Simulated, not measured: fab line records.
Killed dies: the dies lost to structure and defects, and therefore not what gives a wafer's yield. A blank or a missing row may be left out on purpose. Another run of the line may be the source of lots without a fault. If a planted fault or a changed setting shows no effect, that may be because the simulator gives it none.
Matching of chambers | flow n5 finfet | 3 sister chambers for N5_BEOL_M6_PECVD_70 on pecvd-01
The step deposits SiO2 from TEOS/O2, target thk 20 nm, time 22.7 s. 16 wafers are shown with their chamber, then 8 later ones without.

WAFERS WITH THEIR CHAMBER
wafer  | chamber | throttle valve pct (%) | showerhead plenum p Torr (Torr) | heater power w (W)
L169.1 | 1       | 22.9                   | 8.71                            | 671
L169.2 | 2       | 20.2                   | 8.79                            | 715
L169.4 | 1       | 23.0                   | 8.73                            | 701
L171.1 | 0       | 21.6                   | 8.78                            | 895
L171.2 | 1       | 22.8                   | 8.71                            | 704
L171.3 | 2       | 20.2                   | 8.79                            | 685
L175.1 | 1       | 22.8                   | 8.72                            | 712
L175.3 | 2       | 20.3                   | 8.81                            | 681
L175.4 | 0       | 21.5                   | 8.80                            | 802
L176.2 | 0       | 21.7                   | 8.77                            | 795
L176.3 | 0       | 22.0                   | 8.81                            | 780
L176.4 | 0       | 21.9                   | 8.79                            | 799
L181.1 | 1       | 23.0                   | 8.74                            | 688
L181.3 | 2       | 19.9                   | 8.79                            | 671
L181.6 | 1       | 23.0                   | 8.75                            | 696
L184.2 | 0       | 21.7                   | 8.79                            | 887

SIGNATURES (averages over the wafers above)
reading                  | chamber 0 | chamber 1 | chamber 2 | scatter within a chamber
throttle valve pct       | 21.733    | 22.917    | 20.150    | 0.155
showerhead plenum p Torr | 8.7900    | 8.7267    | 8.7950    | 0.0142
heater power w           | 826.33    | 695.33    | 688.00    | 33.9
Rule: distance of a wafer from a chamber = root of the sum over the readings of ((wafer's reading minus chamber's mean) / reading's scatter) squared. The wafer belongs to the nearest chamber; if the next one is less than 2 further off, it can't be placed. The scatter: the root of (the sum of the squares of (reading less its chamber's mean) over the shown wafers, divided by (wafers less chambers)).

WAFERS WHOSE CHAMBER IS MISSING
wafer  | throttle valve pct (%) | showerhead plenum p Torr (Torr) | heater power w (W)
L184.3 | 21.9                   | 8.79                            | 875
L184.4 | 19.9                   | 8.79                            | 578
L186.1 | 20.0                   | 8.78                            | 630
L186.2 | 21.9                   | 8.80                            | 826
L186.5 | 21.9                   | 8.79                            | 816
L189.2 | 22.2                   | 8.79                            | 875
L189.3 | 20.1                   | 8.79                            | 635
L189.6 | 22.0                   | 8.81                            | 900

THE CHAMBER EACH PASSED THROUGH
wafer  | from the rows above | in truth
L184.3 | 0                   | 0
L184.4 | 2                   | 2
L186.1 | 2                   | 2
L186.2 | 0                   | 0
L186.5 | 0                   | 0
L189.2 | 0                   | 0
L189.3 | 2                   | 2
L189.6 | 0                   | 0
Correctly placed: 8 of 8. Number that these rows cannot place: 0. Number placed wrongly: 0.
